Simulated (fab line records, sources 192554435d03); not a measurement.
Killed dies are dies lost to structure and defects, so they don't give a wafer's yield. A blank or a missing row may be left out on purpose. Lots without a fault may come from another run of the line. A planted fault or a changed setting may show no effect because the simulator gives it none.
Split-lot experiment | flow n5_finfet | 7 lots, 21 wafers read, on a route of 1938 steps

THE SPLIT
At N5_SD_EPI_P_EPI_21 (deposits SiGe:B, time 355 s), the setting time_s was moved away from the recipe's 355 s on 8 of the 21 wafers read, by -18.3% to +17.3%. The other wafers ran this setting at the recipe's value.

FROM THE SPLIT TO THE READING: what the file shows between them, 6 steps
- N5_SD_EPI_P_EPI_MEAS_23
- N5_SD_EPI_P_HM_STRIP_48: strips SiNx in H3PO4, material SiNx, target depth 3 nm
- N5_SD_EPI_P_SRD_49: time 30 s
- N5_SD_EPI_P_PRECLEAN_24: cleans in O3/DIW, time 45 s
- N5_SD_ACTIVATION_RTA_00: time 0 s
- N5_SD_ACTIVATION_LSA_01: time 0.0008 s

THE READING
RS_SD_P, in ohm/sq, at N5_SD_ACTIVATION_RS_MEAS_03 (measures by four-point-probe). Fault-free wafers of this fab line usually give 56.1 ohm/sq, standard deviation 0.95 ohm/sq.

wafer  | tool, chamber at the split | time_s as run, s | against the recipe | RS_SD_P, ohm/sq | against lot-mates on the recipe
L075.1 | epi_rpcvd-04, 0            | 355              | recipe             | 55.6            | -
L075.3 | epi_rpcvd-04, 0            | 355              | recipe             | 55.0            | -
L075.6 | epi_rpcvd-04, 0            | 355              | recipe             | 55.4            | -
L079.2 | epi_rpcvd-04, 0            | 337.7            | -4.9%              | 57.1            | +0.8
L079.3 | epi_rpcvd-04, 0            | 337.7            | -4.9%              | 57.1            | +0.8
L079.5 | epi_rpcvd-04, 0            | 355              | recipe             | 56.3            | -
L082.1 | epi_rpcvd-03, 0            | 290.1            | -18.3%             | 64.7            | +7.6
L082.2 | epi_rpcvd-03, 0            | 355              | recipe             | 57.1            | -
L082.5 | epi_rpcvd-03, 0            | 290.1            | -18.3%             | 65.0            | +7.9
L083.2 | epi_rpcvd-04, 0            | 416.5            | +17.3%             | 49.9            | -5.7
L083.3 | epi_rpcvd-04, 0            | 355              | recipe             | 55.6            | -
L083.4 | epi_rpcvd-04, 0            | 416.5            | +17.3%             | 50.2            | -5.4
L086.2 | epi_rpcvd-04, 0            | 355              | recipe             | 56.2            | -
L086.5 | epi_rpcvd-04, 0            | 292.9            | -17.5%             | 63.0            | +6.8
L086.6 | epi_rpcvd-04, 0            | 292.9            | -17.5%             | 62.1            | +5.9
L092.2 | epi_rpcvd-02, 0            | 355              | recipe             | 56.2            | -
L092.5 | epi_rpcvd-02, 0            | 355              | recipe             | 56.6            | -
L092.6 | epi_rpcvd-02, 0            | 355              | recipe             | 56.8            | -
L097.2 | epi_rpcvd-02, 0            | 355              | recipe             | 57.8            | -
L097.4 | epi_rpcvd-02, 0            | 355              | recipe             | 56.9            | -
L097.5 | epi_rpcvd-02, 0            | 355              | recipe             | 56.8            | -

THE FIT
A straight line over all 21 wafers: RS_SD_P changes by -0.391 ohm/sq for each +1% of time_s; r = -0.97; the points scatter about the line by 0.9 ohm/sq.
The same after taking each lot's own level away (the mean of its wafers on the recipe; 21 wafers): -0.364 ohm/sq for each +1%; r = -0.99; scatter 0.6 ohm/sq.
On that fit, the largest move of time_s shifts the reading by 6.7 ohm/sq.
The lots' own levels span 55.33 to 57.17 ohm/sq, that is 1.9 times the standard deviation above.
So the lot-to-lot level changes the slope little: the two slopes agree.
Check: with one of the wafers moved furthest among these (-18.3%) left out of the fit, the line predicts +6.53 ohm/sq for it against its lot-mates. It came out at +7.6 ohm/sq against them.

OTHER SPLITS ON THESE WAFERS
These wafers also went through other splits before the reading. Each is held against what the fit with the lots' levels taken away leaves over:
other split on the same wafers        | wafers away from the commonest value | r with RS_SD_P (lot level and that fit taken away)
N5_WELL_APT_EXPOSE_05 dose_mj         | 10                                   | +0.25
N5_WELL_APT_DEVELOP_07 develop_time_s | 5                                    | -0.25
N5_FIN_SAQP_SPACER1_ALD_24 temp_c     | 7                                    | +0.06
N5_FIN_CUT_CUT_ETCH_15 time_s         | 6                                    | +0.08
N5_SD_EPI_N_COAT_33 spin_rpm          | 9                                    | -0.51
N5_SD_EPI_N_COAT_03 spin_rpm          | 5                                    | -0.65
N5_SD_EPI_P_ETCH_16 target_depth_a    | 7                                    | +0.37

THE WHOLE CHAIN: every reading that the file lists as answering this split, in the file's order
step                        | what it does                                           | reading                                                                           | change (the file's fit)               | r (the file's)
N5_SD_EPI_P_EPI_21          | deposits SiGe:B, time 355 s                            | SiGe-B_of_SD_EPI_P_EPI_21.thk_nm (the simulator's own value, which no gauge read) | +0.385 nm for each +1% of the setting | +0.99
N5_SD_EPI_P_EPI_MEAS_23     |                                                        | thk_nm                                                                            | withheld for each +1% of the setting  | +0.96
N5_SD_EPI_P_HM_STRIP_48     | strips SiNx in H3PO4, material SiNx, target depth 3 nm | SiGe-B_of_SD_EPI_P_EPI_21.thk_nm (the simulator's own value, which no gauge read) | +0.38 nm for each +1% of the setting  | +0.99
N5_SD_ACTIVATION_RS_MEAS_03 | measures by four-point-probe                           | RS_SD_P                                                                           | -0.365 for each +1% of the setting    | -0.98

THE FILE'S OWN FIT
RS_SD_P changes by -0.365 ohm/sq for each +1% of time_s, r = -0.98.
